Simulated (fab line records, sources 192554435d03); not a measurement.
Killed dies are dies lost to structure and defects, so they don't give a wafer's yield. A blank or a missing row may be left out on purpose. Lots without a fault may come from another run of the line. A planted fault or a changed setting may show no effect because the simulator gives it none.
Problem report in the 8D (eight disciplines) form, filled by code | flow n5_finfet | the parts of the form that need people (team, actions taken, sign-off) are left out

1. THE PROBLEM
etch_rf_on_time_s at N5_MOL_CONTACT_COAG_ETCH_66 reads a mean of 25.3 s on 2 wafers of 2 lots; wafers without a fault read 21.9 s with a standard deviation of 0.47. That is +7.2 standard deviations from the usual mean.
The step: etches SiARC in CF4, target depth 13 nm, time 21.7 s.
First seen on wafer L467.2, day 7 12:08, on rie_diel-02. The record holds 24 wafers of 8 lots with a number at this step. Rule for "out", or "out of limits": more than 4 standard deviations from the usual mean. The other wafers with a number count as sound.

2. WHAT IT IS AND WHAT IT IS NOT
question                    | is                | is not
which readings at this step | etch_rf_on_time_s | drypump_motor_current_A, oes_product_au, rf_vpp_V, showerhead_plenum_p_Torr, throttle_valve_pct
which lots                  | L467, L468        | L458, L461, L470, L476, L479, L480
which wafers of those lots  | L467.2, L468.4    | L467.3, L467.5, L468.3, L468.5
read on which tools         | rie_diel-02       | rie_diel-03, rie_diel-04
when                        | from day 7 12:08  | up to then (8 sound wafers); but 14 sound wafers of L468, L470, L476, L479, L480 came after

3. SUSPECTS, AND WHAT RULES EACH OUT
Counting: a tool at a process step up to the reading stays a suspect if it ran every lot that is out. Sound lots after the first of them don't rule it out here, since some wafers of a struck lot are sound.
- rie_diel-02 at N5_MOL_CONTACT_COAG_ETCHBACK_135 (etches SiO2 in CHF3, target depth 25 nm, time 16.7 s): kept. It ran every lot that is out, first L467 (day 7 11:08).
- rie_diel-02 at N5_MOL_CONTACT_COAG_ETCH_66 (etches SiARC in CF4, target depth 13 nm, time 21.7 s): kept. It ran every lot that is out, first L467 (day 7 12:08); its last sound lot up to then is L461 (day 6 08:12). Its own readings are out on those wafers: etch_rf_on_time_s.
- Within rie_diel-02 at N5_MOL_CONTACT_COAG_ETCHBACK_135: the wafers that are out ran in chambers 0, 3; their sound lot-mates ran in chambers 1, 2.
Left after counting: rie_diel-02 at N5_MOL_CONTACT_COAG_ETCHBACK_135, rie_diel-02 at N5_MOL_CONTACT_COAG_ETCH_66.

4. THE CAUSE (what the simulator had put in)
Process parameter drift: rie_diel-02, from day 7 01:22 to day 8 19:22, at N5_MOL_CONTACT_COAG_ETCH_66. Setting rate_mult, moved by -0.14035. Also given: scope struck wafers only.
Counting left 2 suspects, and this tool is among them.

5. THE CHAIN OF EFFECTS, in route order
Each row: a reading whose mean over the struck wafers that have a number lies more than 3 standard deviations from the usual. Only readings for which the record gives a usual standard deviation are gone through. hours: the time from each lot's start at the first step in this table that gives one to its start at this step, as a median over the lots. sigmas: the change in usual standard deviations.
hours | step                        | reading           | usual  | on struck wafers | change | sigmas
0     | N5_MOL_CONTACT_COAG_ETCH_66 | etch_rf_on_time_s | 21.9 s | 25.3             | +3.4   | +7.2
The process steps in it:
- N5_MOL_CONTACT_COAG_ETCH_66: etches SiARC in CF4, target depth 13 nm, time 21.7 s.
Later measuring or inspecting steps at which every struck wafer that the step has a row for has a number for every such reading, and none has moved that far: N5_BEOL_M4_RC_MEAS_101.

6. WHAT WOULD HAVE CAUGHT IT SOONER
In this record the first reading out of limits was taken at day 7 12:08, 11 hours after the fault began at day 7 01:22.
